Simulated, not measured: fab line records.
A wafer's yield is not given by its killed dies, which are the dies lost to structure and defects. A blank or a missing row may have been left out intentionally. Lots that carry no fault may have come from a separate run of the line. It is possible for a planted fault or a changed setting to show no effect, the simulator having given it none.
fab line records	flow n5-finfet
record: lots: 10	wafers: 28	last-day: 21
route steps=1938 shown BEOL_M9@1416 PASSIVATION@1936
lots with no fault: from the same line, run without faults
start-h: start of the lot's first displayed wafer, in hours after the record's first day	wait-h: hours since the lot's step before	" unchanged from the row above	L1.1+2: several wafers, shown together as one row	- either no value or no given start	* or withheld: withheld	< > ~ a bound
route shown NAME@n: NAME is a module with steps in the file, n the number in the route of the first one	usual: mean and standard deviation over wafers with no fault	same: alike in all rows	chamber/n: place in a boat	sites: the reading at each site	_std_site: the values' standard deviation	_edge_site: outer sites' mean less inner sites'	radius-mm: how far each site lies from the wafer's centre	mask NAME#n: copy n	behind: tool/chamber where the wafer was last shaped	hold: the reason the lot was held/the length of the hold in hours/how it ended	device: the n, p or np transistor that did not switch	end of line: tests of these same wafers at the route's end	a step given without rows: its recipe and nothing more	killed: dies lost to structure and defects at the first sort, not the wafer's yield	map: dies across one wafer; x = killed, . = not, _ = none there
set.NAME: the run value of the setting; set.NAME@STEP: its run value at that earlier step	model.NAME: the simulator's own value behind a step, which no gauge read
the route's steps for a sample of lots (tables are steps, rows are wafers)
services: the hour from which a tool's chamber was out of use, counted from the record's first day as start-h (under 0 if before that day), plus the number of hours and why
== steps ==
step: N5_BEOL_M9_INSPECT_13
recipe: mode: adi	inspect-instrument: brightfield
usual: raw-defect-count: 408/92
lot.wafer	tool	chamber	start-h	wait-h	raw-defect-count
L459.2	defect-inspect-02	-	313.78	0.0	471
L459.4	"	-	"	"	453
L459.6	"	-	"	"	515
L463.2	defect-inspect-01	-	320.91	0.0	526
L463.4	"	-	"	"	745
L463.5	"	-	"	"	485
L464.3	defect-inspect-02	-	364.44	0.0	523
L464.5	"	-	"	"	488
L464.6	"	-	"	"	522
L468.2	defect-inspect-01	-	381.74	0.0	503
L468.3	"	-	"	"	405
L468.4	"	-	"	"	356
L471.2	defect-inspect-01	-	396.29	0.0	397
L471.6	"	-	"	"	385
L470.1	defect-inspect-02	-	400.77	0.0	443
L470.2	"	-	"	"	318
L470.6	"	-	"	"	384
L474.2	defect-inspect-01	-	404.84	0.0	442
L474.3	"	-	"	"	470
L479.1	defect-inspect-01	-	410.25	0.0	417
L479.2	"	-	"	"	413
L479.5	"	-	"	"	315
L476.2	defect-inspect-02	-	433.00	0.0	232
L476.3	"	-	"	"	305
L476.6	"	-	"	"	270
L480.4	defect-inspect-01	-	440.85	0.0	399
L480.5	"	-	"	"	349
L480.6	"	-	"	"	377
step: N5_BEOL_M9_ETCH_61
recipe: chemistry: CF4	target: SiARC	target-depth-a: 390	mask-material: CAR-ArF	time-s: 65	ion-energy-ev: 80	pressure-mtorr: 40	source-w: 545	bias-w: 36	Ar_flow_sccm: 100	cf4-flow-sccm: 100	ends: cleared
usual: drypump-motor-current-A: 5.6/0.44	etch-rf-on-time-s: 65.6/2.4	oes-product-au: 0.68/0.075	rf-fwd-power-W: 538.4/2.3	rf-vpp-V: 184.4/1.2	showerhead-plenum-p-Torr: 2.16/0.071	throttle-valve-pct: 15.60/0.22
lot.wafer	tool	chamber	start-h	wait-h	drypump-motor-current-A	etch-rf-on-time-s	oes-product-au	rf-fwd-power-W	rf-hours-counter-h	rf-vpp-V	showerhead-plenum-p-Torr	throttle-valve-pct
L459.2	rie-diel-05	3	313.85	0.0	5.7	65.1	0.61	539.0	200	184.8	2.04	15.58
L459.4	"	1	"	"	5.6	67.6	0.59	540.7	241	184.9	2.20	15.89
L459.6	"	3	"	"	5.7	65.3	0.62	539.6	-	182.2	2.03	15.58
L463.2	rie-diel-05	2	320.98	0.0	6.1	64.5	0.64	537.8	166	184.3	2.24	15.61
L463.4	"	1	"	"	5.5	67.2	0.58	539.8	243	184.7	2.20	15.88
L463.5	"	1	"	"	5.6	67.6	0.58	540.5	-	184.5	2.20	15.89
L464.3	rie-diel-02	2	364.51	0.0	5.0	67.2	0.77	540.2	12	185.3	2.18	15.30
L464.5	"	0	"	"	4.8	65.2	0.76	535.8	-	184.3	2.25	15.65
L464.6	"	3	"	"	5.7	69.2	0.65	539.9	-	182.4	2.06	15.90
L468.2	rie-diel-06	0	381.81	0.0	5.8	67.5	0.61	541.6	185	184.4	2.12	15.89
L468.3	"	1	"	"	5.6	65.6	0.66	540.6	142	185.9	2.22	15.38
L468.4	"	2	"	"	5.5	63.8	0.80	538.8	18	183.3	2.12	15.22
L471.2	rie-diel-05	3	396.36	0.0	5.7	64.2	0.60	537.3	228	183.5	2.03	15.63
L471.6	"	3	"	"	5.7	64.5	0.61	538.1	-	183.4	2.03	15.63
L470.1	rie-diel-05	1	400.85	0.0	5.5	63.8	0.82	539.5	6	185.2	2.19	15.43
L470.2	"	0	"	"	5.0	65.5	0.58	538.4	236	183.7	2.03	15.89
L470.6	"	2	"	"	6.1	64.0	0.63	539.5	-	186.3	2.23	15.67
L474.2	rie-diel-06	2	404.91	0.0	5.5	64.1	0.78	543.5	25	184.6	2.12	15.22
L474.3	"	1	"	"	5.6	65.2	0.65	540.6	150	185.0	2.21	15.41
L479.1	rie-diel-02	0	410.32	0.0	4.8	63.4	0.75	537.9	45	185.2	2.24	15.68
L479.2	"	3	"	"	5.7	68.6	0.64	536.5	144	182.7	2.06	15.95
L479.5	"	2	"	"	5.0	65.0	0.76	541.7	-	185.5	2.18	15.32
L476.2	rie-diel-06	0	433.31	0.0	5.8	68.0	0.61	540.0	195	184.4	2.12	15.91
L476.3	"	1	"	"	5.5	66.4	0.63	536.8	159	185.5	2.21	15.42
L476.6	"	1	"	"	5.5	66.2	0.63	538.2	-	185.9	2.21	15.42
L480.4	rie-diel-06	1	440.94	0.0	5.5	66.0	0.64	537.9	-	184.4	2.21	15.42
L480.5	"	0	"	"	5.8	67.2	0.61	537.4	-	183.7	2.12	15.91
L480.6	"	3	"	"	6.0	61.0	0.73	537.9	-	183.6	2.16	15.57
step: N5_BEOL_M9_STRIP_19
recipe: chemistry: O2	power-w: 400	temp-c: 40	pressure-mtorr: 30	rf-frequency-hz: 6e+07	bias-power-w: 0	overash-fraction: 0.2	o2-flow-sccm: 225
usual: drypump-motor-current-A: 5.6/0.47	oes-product-au: 0.78/0.091	rf-vpp-V: 3.7/0.63	showerhead-plenum-p-Torr: 2.11/0.092	throttle-valve-pct: 16.68/0.22
lot.wafer	tool	chamber	start-h	wait-h	drypump-motor-current-A	oes-product-au	rf-hours-counter-h	rf-vpp-V	showerhead-plenum-p-Torr	throttle-valve-pct
L459.2	rie-diel-05	3	314.22	0.1	5.8	0.69	200	3.7	1.98	16.60
L459.4	"	2	"	"	6.1	0.74	164	3.1	2.18	16.59
L459.6	"	1	"	"	5.5	0.68	-	3.8	2.12	16.77
L463.2	rie-diel-02	3	321.34	0.1	5.7	0.80	118	4.3	2.01	16.89
L463.4	"	0	"	"	4.8	0.93	-	3.3	2.24	16.87
L463.5	"	1	"	"	6.3	0.77	-	4.5	2.22	16.74
L464.3	rie-diel-02	2	364.86	0.1	5.1	0.94	12	3.2	2.15	16.43
L464.5	"	3	"	"	5.7	0.79	-	4.0	2.00	16.92
L464.6	"	0	"	"	4.8	0.90	-	2.5	2.24	16.87
L468.2	rie-diel-05	2	382.17	0.1	6.2	0.73	186	4.4	2.17	16.63
L468.3	"	3	"	"	5.7	0.67	223	3.9	1.97	16.63
L468.4	"	0	"	"	5.0	0.69	-	3.2	1.99	16.94
L471.2	rie-diel-06	1	396.70	0.1	5.6	0.75	147	3.8	2.19	16.54
L471.6	"	1	"	"	5.5	0.75	-	3.0	2.19	16.55
L470.1	rie-diel-06	1	401.20	0.1	5.6	0.75	148	3.9	2.19	16.54
L470.2	"	2	"	"	5.6	0.92	23	3.7	2.04	16.15
L470.6	"	3	"	"	6.0	0.84	-	2.9	2.11	16.61
L474.2	rie-diel-05	0	405.35	0.1	5.0	0.67	238	2.6	1.99	16.96
L474.3	"	2	"	"	6.1	0.71	195	4.1	2.17	16.67
L479.1	rie-diel-06	3	410.86	0.3	6.0	0.84	72	3.6	2.11	16.60
L479.2	"	2	"	"	5.6	0.90	27	4.2	2.04	16.14
L479.5	"	3	"	"	6.0	0.84	-	4.5	2.11	16.60
L476.2	rie-diel-05	2	433.79	0.2	6.1	0.71	203	4.4	2.17	16.68
L476.3	"	1	"	"	5.6	0.91	16	4.7	2.11	16.32
L476.6	"	1	"	"	5.6	0.92	-	3.0	2.11	16.32
L480.4	rie-diel-02	1	441.26	0.1	6.4	0.75	157	3.0	2.21	16.83
L480.5	"	1	"	"	6.4	0.75	-	4.3	2.21	16.83
L480.6	"	0	"	"	4.8	0.86	-	2.9	2.23	16.93
step: N5_BEOL_M9_ETCH_65
recipe: chemistry: CF4	target: SiARC	target-depth-a: 156	mask-material: CAR-EUV	time-s: 26	ion-energy-ev: 80	pressure-mtorr: 40	source-w: 545	bias-w: 36	Ar_flow_sccm: 100	cf4-flow-sccm: 100	ends: cleared
usual: drypump-motor-current-A: 5.6/0.49	etch-rf-on-time-s: 26.4/0.86	oes-product-au: 0.67/0.072	rf-fwd-power-W: 531.8/1.8	rf-vpp-V: 184.4/1.1	showerhead-plenum-p-Torr: 2.16/0.077	throttle-valve-pct: 15.63/0.22
lot.wafer	tool	chamber	start-h	wait-h	drypump-motor-current-A	etch-rf-on-time-s	oes-product-au	rf-fwd-power-W	rf-hours-counter-h	rf-vpp-V	showerhead-plenum-p-Torr	throttle-valve-pct
L459.2	rie-diel-05	1	316.04	0.0	5.6	27.1	0.58	531.3	241	184.8	2.20	15.89
L459.4	"	0	"	"	5.0	27.0	0.59	534.5	209	184.5	2.04	15.83
L459.6	"	2	"	"	6.1	25.9	0.64	531.4	-	185.2	2.24	15.63
L463.2	rie-diel-02	1	323.64	0.0	6.4	27.5	0.65	530.5	121	185.0	2.24	15.57
L463.4	"	3	"	"	5.7	27.3	0.66	532.1	-	184.1	2.07	15.90
L463.5	"	1	"	"	6.4	27.5	0.65	531.4	-	184.3	2.24	15.58
L464.3	rie-diel-06	3	369.68	0.0	6.0	24.6	0.76	531.8	61	185.8	2.17	15.53
L464.5	"	0	"	"	5.8	27.2	0.61	529.4	-	183.2	2.13	15.88
L464.6	"	3	"	"	6.1	24.5	0.76	528.4	-	184.2	2.17	15.52
L468.2	rie-diel-02	0	383.83	0.0	4.8	25.7	0.76	531.9	39	186.5	2.25	15.66
L468.3	"	3	"	"	5.7	27.5	0.64	530.8	138	183.4	2.06	15.94
L468.4	"	2	"	"	5.0	26.6	0.75	534.0	17	185.6	2.18	15.31
L471.2	rie-diel-02	3	400.24	0.0	5.7	27.6	0.64	532.1	141	184.5	2.06	15.94
L471.6	"	0	"	"	4.8	31.7	0.68	537.5	-	184.3	2.25	15.67
L470.1	rie-diel-02	2	402.80	0.0	5.0	27.2	0.74	533.9	21	185.1	2.18	15.30
L470.2	"	1	"	"	6.4	27.7	0.63	531.9	144	186.1	2.23	15.61
L470.6	"	1	"	"	6.4	34.6	0.56	530.9	-	184.5	2.23	15.62
L474.2	rie-diel-02	2	405.89	0.0	5.0	26.5	0.75	534.2	23	184.5	2.18	15.31
L474.3	"	0	"	"	4.8	31.5	0.67	531.9	44	186.1	2.25	15.67
L479.1	rie-diel-05	3	412.90	0.0	5.7	26.1	0.59	533.3	233	182.8	2.02	15.62
L479.2	"	0	"	"	5.0	26.6	0.57	531.4	240	182.0	2.03	15.88
L479.5	"	0	"	"	5.0	26.5	0.57	529.7	-	184.0	2.03	15.88
L476.2	rie-diel-05	1	434.60	0.0	5.6	25.7	0.78	534.1	16	183.7	2.19	15.46
L476.3	"	3	"	"	5.7	25.9	0.60	528.2	240	182.1	2.02	15.67
L476.6	"	1	"	"	5.6	25.7	0.78	533.5	-	184.0	2.19	15.45
L480.4	rie-diel-06	0	442.08	0.0	5.8	27.3	0.61	533.3	-	184.3	2.12	15.92
L480.5	"	3	"	"	6.0	24.6	0.73	535.2	-	184.5	2.16	15.56
L480.6	"	1	"	"	5.6	26.7	0.63	529.1	-	185.6	2.21	15.43
step: N5_PASSIVATION_PROBE_49
usual: defect-limited-yield: 90.9/1.6	killed_at_M0_to_M3: 37/11	killed_at_M4_up: 15/5.6	killed-at-contacts: 13/6.4	killed-at-front-end: 39/11	killed-at-other: 4/3.1	killed-dies: 107/19	killed-open: 71/14	killed-short: 34/7.8	sort_bin_4_leakage: 0.01/0.053	sort_bin_5_function: 5.3/1	sort_bin_6_memory: 3.4/0.72	sort-n-pass: 1072/20	sort-yield-pct: 90.9/1.7
same: gross-dies: 1180	killed-at-back-side: 0	sort_bin_8_speed[%]: 0
lot.wafer	tool	chamber	start-h	wait-h	defect-limited-yield[%]	killed_at_M0_to_M3	killed_at_M4_up	killed-at-contacts	killed-at-front-end	killed-at-other	killed-dies	killed-open	killed-short	sort_bin_4_leakage[%]	sort_bin_5_function[%]	sort_bin_6_memory[%]	sort-n-pass	sort-yield-pct[%]
L468.2	prober-01	-	450.60	0.1	90.4	26	17	8	60	2	113	78	33	0	5.4	4.0	1067	90.4
L470.1	prober-01	-	467.93	0.0	92.6	35	6	11	31	4	87	50	37	0	4.1	3.3	1093	92.6
L470.2	prober-01	-	467.98	0.1	89.8	53	15	19	28	5	120	76	42	0	6.0	3.6	1060	89.8
L470.6	prober-01	-	468.18	0.3	92.9	30	12	15	25	2	84	56	26	0	4.0	3.1	1096	92.9
L471.2	prober-02	-	469.07	0.1	92.3	28	9	5	49	0	91	72	18	0	4.1	3.1	1089	92.3
L471.6	prober-02	-	469.27	0.3	91.7	35	14	4	38	7	98	65	30	0	4.7	3.2	1082	91.7
L474.2	prober-01	-	473.88	0.1	91.1	30	14	6	47	8	105	61	38	0	5.2	3.4	1075	91.1
L474.3	prober-01	-	473.93	0.1	91.9	26	18	11	34	6	95	62	31	0	5.0	3.0	1085	91.9
killed by level:class
L468.2 STI_FIN_REVEAL:geometric-particle:open=25 FIN_SAQP:geometric-particle:short=9 BEOL_M0_SAQP:geometric-particle:open=9 BEOL_M4:geometric-particle:open=9 BEOL_M0_SAQP:geometric-particle:short=8 FIN_SAQP:geometric-particle:open=6 MOL_CONTACT_COAG:geometric-particle:open=5 BEOL_M3:geometric-particle:open=5
L470.1 MOL_CONTACT_COAG:geometric-particle:open=9 BEOL_M0_SAQP:geometric-particle:open=9 BEOL_M0_SAQP:geometric-particle:short=9 BEOL_M1:geometric-particle:open=8 FIN_SAQP:geometric-particle:short=7 FIN_SAQP:geometric-particle:open=5 GATE_CUT:geometric-particle:short=5 STI_FIN_REVEAL:geometric-particle:open=4
L470.2 BEOL_M1:geometric-particle:open=17 MOL_CONTACT_COAG:geometric-particle:open=15 BEOL_M0_SAQP:geometric-particle:short=9 BEOL_M0_SAQP:geometric-particle:open=8 BEOL_M4:geometric-particle:open=7 BEOL_M3:geometric-particle:open=6 BEOL_M1:geometric-particle:short=5 STI_FIN_REVEAL:geometric-particle:open=4
L470.6 MOL_CONTACT_COAG:geometric-particle:open=9 BEOL_M0_SAQP:geometric-particle:open=7 STI_FIN_REVEAL:geometric-particle:open=6 BEOL_M1:geometric-particle:open=6 BEOL_M0_SAQP:geometric-particle:short=6 MOL_CONTACT_COAG:geometric-particle:short=5 BEOL_M3:geometric-particle:open=5 BEOL_M4:geometric-particle:open=5
L471.2 STI_FIN_REVEAL:geometric-particle:open=15 BEOL_M3:geometric-particle:open=13 DUMMY_GATE:geometric-particle:open=8 FIN_SAQP:geometric-particle:open=6 MOL_CONTACT_COAG:geometric-particle:open=5 BEOL_M1:geometric-particle:open=5 BEOL_M4:geometric-particle:open=5 DUMMY_GATE:geometric-particle:short=4
L471.6 STI_FIN_REVEAL:geometric-particle:open=9 BEOL_M1:geometric-particle:open=9 DUMMY_GATE:geometric-particle:open=8 BEOL_M4:geometric-particle:open=7 FIN_SAQP:geometric-particle:short=6 BEOL_M3:geometric-particle:open=6 BEOL_M0_SAQP:geometric-particle:open=5 BEOL_M2:geometric-particle:open=4
L474.2 BEOL_M3:geometric-particle:open=8 FIN_SAQP:geometric-particle:short=7 FIN_SAQP:geometric-particle:open=6 ILD0:geometric-particle:open=5 DUMMY_GATE:geometric-particle:short=4 DUMMY_GATE:geometric-particle:open=4 BEOL_M0_SAQP:geometric-particle:open=4 BEOL_M0:geometric-particle:open=4
L474.3 FIN_SAQP:geometric-particle:open=8 STI_FIN_REVEAL:geometric-particle:open=7 GATE_CUT:geometric-particle:short=7 MOL_CONTACT_COAG:geometric-particle:open=7 BEOL_M3:geometric-particle:open=7 BEOL_M0_SAQP:geometric-particle:short=5 BEOL_M4:geometric-particle:open=5 BEOL_M2:geometric-particle:open=4
== services ==
tool	chamber	start-h	hours	kind
rie-diel-06	2	292.73	-	clean
rie-diel-06	2	292.73	-	consumable-replace:focus-ring
rie-diel-06	2	292.73	33.7	scheduled-down
rie-diel-06	2	292.73	33.7	vent-cycle
rie-diel-02	2	317.30	-	clean
rie-diel-02	2	317.30	-	consumable-replace:focus-ring
rie-diel-02	2	317.30	12.3	scheduled-down
rie-diel-02	2	317.30	12.3	vent-cycle
rie-diel-05	0	344.40	2.8	repair
rie-diel-05	1	347.18	-	clean
rie-diel-05	1	347.18	-	consumable-replace:esc
rie-diel-05	1	347.18	-	consumable-replace:focus-ring
rie-diel-05	1	347.18	37.7	scheduled-down
rie-diel-05	1	347.18	37.7	vent-cycle
rie-diel-02	1	367.74	5.0	repair
rie-diel-06	0	401.30	8.8	repair
rie-diel-06	0	411.47	6.5	repair
rie-diel-02	2	417.51	2.8	repair
rie-diel-06	2	431.53	15.6	repair
== key ==
first-sign: step: N5_BEOL_M9_ETCH_65	reading: etch-rf-on-time-s	direction: up	sigmas: 7.2	usual: *	struck: *
effect none on later readings
met-at N5_BEOL_M9_ETCH_65
struck-lots L470,L471,L474
struck-wafers L470.6,L471.6,L474.3
not-acting-at N5_BEOL_M9_INSPECT_13,N5_BEOL_M9_ETCH_61,N5_BEOL_M9_STRIP_19
onset-between 383.83 400.24
fault: kind: process-parameter-drift	tool: rie-diel-02	chamber: -	onset-h: 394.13	steps: N5_BEOL_M9_ETCH_65	channel: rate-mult	offset: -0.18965	shape: step	end-h: 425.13	scope: struck-wafers-only
